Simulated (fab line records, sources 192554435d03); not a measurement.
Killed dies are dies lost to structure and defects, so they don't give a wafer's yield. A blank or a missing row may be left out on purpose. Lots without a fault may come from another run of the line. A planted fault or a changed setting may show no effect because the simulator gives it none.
A struck lot beside a sound one | flow n5_finfet | 31 steps out of a route of 1938
Sound: wafers L666.1, L666.4, L666.6. Struck: wafers L671.1, L671.3. (L671.6 of the same lot was not struck and is left out.) The cause comes at the end.
At each step with rows: each side's tool, then ch and its chambers, then its first start. Under that, the readings that differ: sound wafers | struck wafers | difference of the means | sigmas: that difference in standard deviations of wafers without a fault.
alike: readings whose means differ by less than 2 such deviations, and words and numbers that are the same on both sides. not compared: withheld readings, readings that some wafer has no value for, bounds like >300 that may hide the same value, and numbers for which the record gives no deviation and whose values overlap.
The two part at a step that has a row with sigmas, a row that says differs or no value, or rows on one side only. Numbers that don't overlap but have no deviation are shown without sigmas and don't part them. A reading that every wafer of one side lacks parts them only if that side has two wafers or more.

first, 1 step without rows for these wafers: N5_PASSIVATION_HARDBAKE_31 (time 120 s).
N5_PASSIVATION_CD_MEAS_30: target cd 4000 nm.
  sound on cd_sem-02 ch 0, day 12 20:48; struck on cd_sem-02 ch 0, day 15 00:53
  alike: cd_nm
N5_PASSIVATION_OVL_MEAS_63:
  sound on overlay-02 ch 0, day 12 20:50; struck on overlay-02 ch 0, day 15 00:55
  alike: PAD_OVL
N5_PASSIVATION_INSPECT_64: inspects for defects (macro).
  sound on defect_inspect-01, day 12 20:52; struck on defect_inspect-01, day 15 00:56
  reading          | sound | struck | difference | sigmas
  raw_defect_count | 3 4 5 | 1 0    | -4         | -2
then, 1 step without rows for these wafers: N5_PASSIVATION_DESCUM_32 (chemistry O2, time 7.9 s).
N5_PASSIVATION_AL_ETCH_33: etches Al in Cl2/BCl3, stops on TaN, target depth 2800 nm, time 466.7 s.
  sound on rie_metal-03 ch 0,1, day 12 21:23; struck on rie_metal-01 ch 1, day 15 01:03
  reading               | sound          | struck    | difference | sigmas
  oes_product_au (a.u.) | 0.60 0.69 0.68 | 0.88 0.88 | +0.22      | +3
  alike: bcl3_flow_sccm, bias_w, drypump_motor_current_A, throttle_valve_pct
  not compared: rf_hours_counter_h
N5_PASSIVATION_ETCH_59: etches TaN in Cl2/BCl3, target depth 65 nm, time 34.9 s.
  sound on rie_metal-03 ch 0,1, day 12 21:47; struck on rie_metal-01 ch 1, day 15 01:27
  reading               | sound          | struck    | difference | sigmas
  oes_product_au (a.u.) | 0.68 0.76 0.77 | 1.01 1.00 | +0.27      | +3
  alike: bcl3_flow_sccm, bias_w, drypump_motor_current_A, throttle_valve_pct
  not compared: rf_hours_counter_h
then, 5 steps without rows for these wafers: N5_PASSIVATION_STRIP_34 (strips in O2); N5_PASSIVATION_STRIP_51 (strips in post etch residue remover, time 1200 s); N5_PASSIVATION_CLEAN_69 (cleans in IPA, time 180 s); N5_PASSIVATION_SRD_70 (time 30 s); N5_PASSIVATION_PECVD_53 (deposits SiO2 from TEOS/O2, target thk 800 nm, time 169.4 s).
N5_PASSIVATION_PECVD_35: deposits SiNx from SiH4/NH3/N2, target thk 700 nm, time 151.3 s.
  sound on pecvd-01 ch 0,1, day 12 22:35; struck on pecvd-01 ch 0,1, day 15 02:52
  reading                                        | sound             | struck      | difference | sigmas
  run_length_s (s)                               | 194.3 196.6 193.8 | 178.6 177.0 | -17.1      | -25
  model.SiNx_of_PASSIVATION_PECVD_35.thk_nm (nm) | 675.6 702 687.4   | 607.4 612   | -78.6      |
  alike: heater_power_outer_w, heater_power_w, showerhead_plenum_p_Torr, showerhead_vpp_V, throttle_valve_pct
then, 8 steps without rows for these wafers: N5_PASSIVATION_HMDS_37 (time 60 s); N5_PASSIVATION_COAT_38; N5_PASSIVATION_EBR_40; N5_PASSIVATION_SOFTBAKE_39 (time 120 s); N5_PASSIVATION_EXPOSE_41 (exposes mask PASS OPEN, defocus 0 nm, target cd 40000 nm); N5_PASSIVATION_PEB_42; N5_PASSIVATION_DEVELOP_43 (develop time 60 s); N5_PASSIVATION_HARDBAKE_45 (time 120 s).
N5_PASSIVATION_CD_MEAS_44: target cd 40000 nm.
  sound on cd_sem-02 ch 0, day 12 23:01; struck on cd_sem-03 ch 0, day 15 03:25
  alike: cd_nm
N5_PASSIVATION_OVL_MEAS_66:
  sound on overlay-02 ch 0, day 12 23:02; struck on overlay-02 ch 0, day 15 03:27
  alike: PASS_OPEN_OVL
N5_PASSIVATION_INSPECT_67: inspects for defects (macro).
  sound on defect_inspect-02, day 12 23:04; struck on defect_inspect-02, day 15 03:28
  alike: raw_defect_count
N5_PASSIVATION_DESCUM_46: chemistry O2, time 7.9 s.
  sound on rie_diel-02 ch 1,2,3, day 12 23:09; struck on rie_diel-03 ch 0,2, day 15 03:40
  reading                | sound             | struck      | difference | sigmas
  throttle_valve_pct (%) | 20.64 20.66 20.41 | 20.05 20.08 | -0.51      | -2
  alike: drypump_motor_current_A, oes_product_au, rf_vpp_V, showerhead_plenum_p_Torr
  not compared: rf_hours_counter_h
N5_PASSIVATION_PASS_ETCH_47: etches SiNx in CF4/O2, target depth 770 nm, time 385 s.
  sound on rie_diel-02 ch 1,2,3, day 12 23:11; struck on rie_diel-03 ch 0,2, day 15 03:41
  reading                | sound             | struck      | difference | sigmas
  throttle_valve_pct (%) | 16.03 15.98 15.95 | 15.45 15.58 | -0.47      | -2
  alike: O2_flow_sccm, bias_w, drypump_motor_current_A, oes_product_au, rf_vpp_V, showerhead_plenum_p_Torr
  not compared: rf_hours_counter_h
N5_PASSIVATION_ETCH_54: etches SiO2 in CHF3/O2, target depth 880 nm, time 440 s.
  sound on rie_diel-02 ch 1,2,3, day 12 23:25; struck on rie_diel-03 ch 0,2, day 15 03:55
  reading                | sound             | struck      | difference | sigmas
  throttle_valve_pct (%) | 18.92 19.04 19.00 | 18.34 18.53 | -0.55      | -2
  alike: O2_flow_sccm, bias_w, drypump_motor_current_A, oes_product_au, rf_vpp_V, showerhead_plenum_p_Torr
  not compared: rf_hours_counter_h
then, 1 step without rows for these wafers: N5_PASSIVATION_STRIP_48 (strips in O2).
N5_PASSIVATION_STRIP_52: strips in post etch residue remover, time 1200 s.
  sound on wet_bench-03 ch 0,1,6, day 12 23:46; struck on wet_bench-03 ch 1,7, day 15 04:17
  reading                                        | sound           | struck    | difference | sigmas
  model.SiNx_of_PASSIVATION_PECVD_35.thk_nm (nm) | 675.4 701.6 687 | 607 611.6 | -79        |
  alike: bath_guard_temp_C
then, 1 step without rows for these wafers: N5_PASSIVATION_CLEAN_71 (cleans in IPA, time 180 s).
N5_PASSIVATION_PROBE_49:
  sound on prober-02, day 13 02:13; struck on prober-02, day 15 07:06
  reading         | sound | struck | difference | sigmas
  killed_at_other | 1 0 2 | 6 13   | +8         | +3
  alike: defect_limited_yield, killed_at_M0_to_M3, killed_at_M4_up, killed_at_contacts, killed_at_front_end, killed_dies, killed_open, killed_short, sort_bin_5_function, sort_bin_6_memory, sort_n_pass, sort_yield_pct

WHERE THEY PART
First at N5_PASSIVATION_INSPECT_64; last, within this record, at N5_PASSIVATION_PROBE_49.

WHY: what the simulator had put in
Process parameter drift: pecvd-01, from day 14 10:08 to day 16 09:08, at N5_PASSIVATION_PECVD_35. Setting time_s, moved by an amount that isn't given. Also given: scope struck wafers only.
